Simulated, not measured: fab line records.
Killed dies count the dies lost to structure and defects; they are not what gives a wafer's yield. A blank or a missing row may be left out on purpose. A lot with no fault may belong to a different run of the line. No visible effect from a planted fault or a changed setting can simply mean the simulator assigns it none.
Matching of chambers / flow n5_finfet / N5_HKMG_FIN_ETCH_32 on rie_diel-05 has 4 sister chambers
The step etches SOC in N2/H2, target depth 240 nm, time 300 s. 14 wafers are shown with their chamber, then 7 later ones without.

== EACH WAFER AND ITS CHAMBER ==
wafer=L074.2; chamber=2; showerhead_plenum_p_Torr (Torr)=2.61; drypump_motor_current_A (A)=5.8; rf_vpp_V (V)=526.4
wafer=L074.3; chamber=3; showerhead_plenum_p_Torr (Torr)=2.53; drypump_motor_current_A (A)=5.9; rf_vpp_V (V)=523.6
wafer=L074.4; chamber=0; showerhead_plenum_p_Torr (Torr)=2.41; drypump_motor_current_A (A)=5.1; rf_vpp_V (V)=520.1
wafer=L077.2; chamber=3; showerhead_plenum_p_Torr (Torr)=2.52; drypump_motor_current_A (A)=5.9; rf_vpp_V (V)=522.3
wafer=L077.3; chamber=1; showerhead_plenum_p_Torr (Torr)=2.68; drypump_motor_current_A (A)=5.7; rf_vpp_V (V)=526.5
wafer=L077.4; chamber=0; showerhead_plenum_p_Torr (Torr)=2.41; drypump_motor_current_A (A)=5.1; rf_vpp_V (V)=519.6
wafer=L081.3; chamber=1; showerhead_plenum_p_Torr (Torr)=2.67; drypump_motor_current_A (A)=5.6; rf_vpp_V (V)=527.1
wafer=L081.5; chamber=3; showerhead_plenum_p_Torr (Torr)=2.52; drypump_motor_current_A (A)=5.9; rf_vpp_V (V)=523.0
wafer=L081.6; chamber=1; showerhead_plenum_p_Torr (Torr)=2.67; drypump_motor_current_A (A)=5.6; rf_vpp_V (V)=528.3
wafer=L083.1; chamber=1; showerhead_plenum_p_Torr (Torr)=2.67; drypump_motor_current_A (A)=5.7; rf_vpp_V (V)=527.0
wafer=L083.4; chamber=2; showerhead_plenum_p_Torr (Torr)=2.61; drypump_motor_current_A (A)=5.8; rf_vpp_V (V)=526.7
wafer=L083.5; chamber=3; showerhead_plenum_p_Torr (Torr)=2.52; drypump_motor_current_A (A)=5.9; rf_vpp_V (V)=523.1
wafer=L086.1; chamber=1; showerhead_plenum_p_Torr (Torr)=2.66; drypump_motor_current_A (A)=5.6; rf_vpp_V (V)=527.3
wafer=L086.5; chamber=3; showerhead_plenum_p_Torr (Torr)=2.51; drypump_motor_current_A (A)=5.9; rf_vpp_V (V)=521.7

SIGNATURES (averages over the wafers above)
reading=showerhead_plenum_p_Torr; chamber 0=2.4100; chamber 1=2.6700; chamber 2=2.6100; chamber 3=2.5200; scatter within a chamber=0.00632
reading=drypump_motor_current_A; chamber 0=5.100; chamber 1=5.640; chamber 2=5.800; chamber 3=5.900; scatter within a chamber=0.0346
reading=rf_vpp_V; chamber 0=519.850; chamber 1=527.240; chamber 2=526.550; chamber 3=522.740; scatter within a chamber=0.643
Rule: for a wafer and a chamber, the distance is found by dividing, reading by reading, the gap between the wafer's reading and the chamber's mean by the reading's scatter, squaring, summing and taking the root. If the next closest chamber is less than 2 further off than the closest, the wafer can't be placed; otherwise it belongs to the closest. How the scatter is found: for the shown wafers, subtract from each reading the mean of its chamber, square and add these, divide the total by (wafers less chambers), then take the root.

== WAFERS WHOSE CHAMBER IS MISSING ==
wafer=L086.6; showerhead_plenum_p_Torr (Torr)=2.60; drypump_motor_current_A (A)=5.8; rf_vpp_V (V)=525.7
wafer=L092.2; showerhead_plenum_p_Torr (Torr)=2.51; drypump_motor_current_A (A)=5.9; rf_vpp_V (V)=522.2
wafer=L092.4; showerhead_plenum_p_Torr (Torr)=2.66; drypump_motor_current_A (A)=5.7; rf_vpp_V (V)=527.9
wafer=L092.5; showerhead_plenum_p_Torr (Torr)=2.51; drypump_motor_current_A (A)=5.9; rf_vpp_V (V)=522.4
wafer=L096.1; showerhead_plenum_p_Torr (Torr)=2.59; drypump_motor_current_A (A)=5.8; rf_vpp_V (V)=526.1
wafer=L096.3; showerhead_plenum_p_Torr (Torr)=2.65; drypump_motor_current_A (A)=5.6; rf_vpp_V (V)=526.6
wafer=L096.6; showerhead_plenum_p_Torr (Torr)=2.71; drypump_motor_current_A (A)=5.1; rf_vpp_V (V)=528.3

== CHAMBER TAKEN BY EACH ==
wafer=L086.6; from the rows above=2; in truth=2
wafer=L092.2; from the rows above=3; in truth=3
wafer=L092.4; from the rows above=1; in truth=1
wafer=L092.5; from the rows above=3; in truth=3
wafer=L096.1; from the rows above=2; in truth=2
wafer=L096.3; from the rows above=1; in truth=1
wafer=L096.6; from the rows above=1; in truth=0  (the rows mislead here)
Correctly placed: 6 of 7. Left unplaced by these rows: 0. Placed wrongly: 1.
